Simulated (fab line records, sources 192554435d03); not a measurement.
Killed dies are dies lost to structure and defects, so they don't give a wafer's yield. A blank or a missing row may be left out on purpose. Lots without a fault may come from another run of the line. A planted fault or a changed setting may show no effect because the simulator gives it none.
Problem report in the 8D (eight disciplines) form, filled by code | flow n5_finfet | the parts of the form that need people (team, actions taken, sign-off) are left out

1. THE PROBLEM
rf_fwd_power_W at N5_MIM_BOT_ETCH_ETCH_03 reads a mean of 603.2 W on 3 wafers of 3 lots; wafers without a fault read 794.7 W with a standard deviation of 2.6. That is -74 standard deviations from the usual mean.
The step: etches the open film in Cl2/BCl3, target depth 12 nm.
First seen on wafer L544.1, day 15 10:04, on rie_metal-02. The record holds 33 wafers of 11 lots with a number at this step. Rule for "out", or "out of limits": more than 4 standard deviations from the usual mean. The other wafers with a number count as sound.

2. WHAT IT IS AND WHAT IT IS NOT
question                    | is                     | is not
which readings at this step | rf_fwd_power_W         | drypump_motor_current_A, throttle_valve_pct
which lots                  | L544, L546, L547       | L535, L537, L538, L552, L553, L555, L556, L557
which wafers of those lots  | L544.1, L546.3, L547.5 | L544.4, L544.5, L546.1, L546.4, L547.3, L547.6
read on which tools         | rie_metal-02           | rie_metal-01, rie_metal-03
when                        | from day 15 10:04      | up to then (11 sound wafers); but 19 sound wafers of L546, L547, L552, L553, L555, L556, L557 came after

3. SUSPECTS, AND WHAT RULES EACH OUT
Counting: a tool at a process step up to the reading stays a suspect if it ran every lot that is out. Sound lots after the first of them don't rule it out here, since some wafers of a struck lot are sound.
- rie_metal-02 at N5_MIM_BOT_ETCH_ETCH_03 (etches the open film in Cl2/BCl3, target depth 12 nm): kept. It ran every lot that is out, first L544 (day 15 10:04); its last sound lot up to then is L537 (day 13 13:53). Its own readings are out on those wafers: rf_fwd_power_W.
- Within rie_metal-02 at N5_MIM_BOT_ETCH_ETCH_03: the wafers that are out ran in chamber 0; their sound lot-mates ran in chamber 1.
Left after counting: rie_metal-02 at N5_MIM_BOT_ETCH_ETCH_03.

4. THE CAUSE (what the simulator had put in)
Process parameter drift: rie_metal-02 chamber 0, from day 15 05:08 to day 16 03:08, at N5_MIM_BOT_ETCH_ETCH_03. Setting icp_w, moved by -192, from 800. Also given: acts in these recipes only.
Counting left only this tool.

5. THE CHAIN OF EFFECTS, in route order
Each row: a reading whose mean over the struck wafers that have a number lies more than 3 standard deviations from the usual. Only readings for which the record gives a usual standard deviation are gone through. hours: the time from each lot's start at the first step in this table that gives one to its start at this step, as a median over the lots. sigmas: the change in usual standard deviations.
hours | step                    | reading        | usual   | on struck wafers | change | sigmas
0     | N5_MIM_BOT_ETCH_ETCH_03 | rf_fwd_power_W | 794.7 W | 603.2            | -191.5 | -74
The process steps in it:
- N5_MIM_BOT_ETCH_ETCH_03: etches the open film in Cl2/BCl3, target depth 12 nm.

6. WHAT WOULD HAVE CAUGHT IT SOONER
In this record the first reading out of limits was taken at day 15 10:04, 5 hours after the fault began at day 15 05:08.
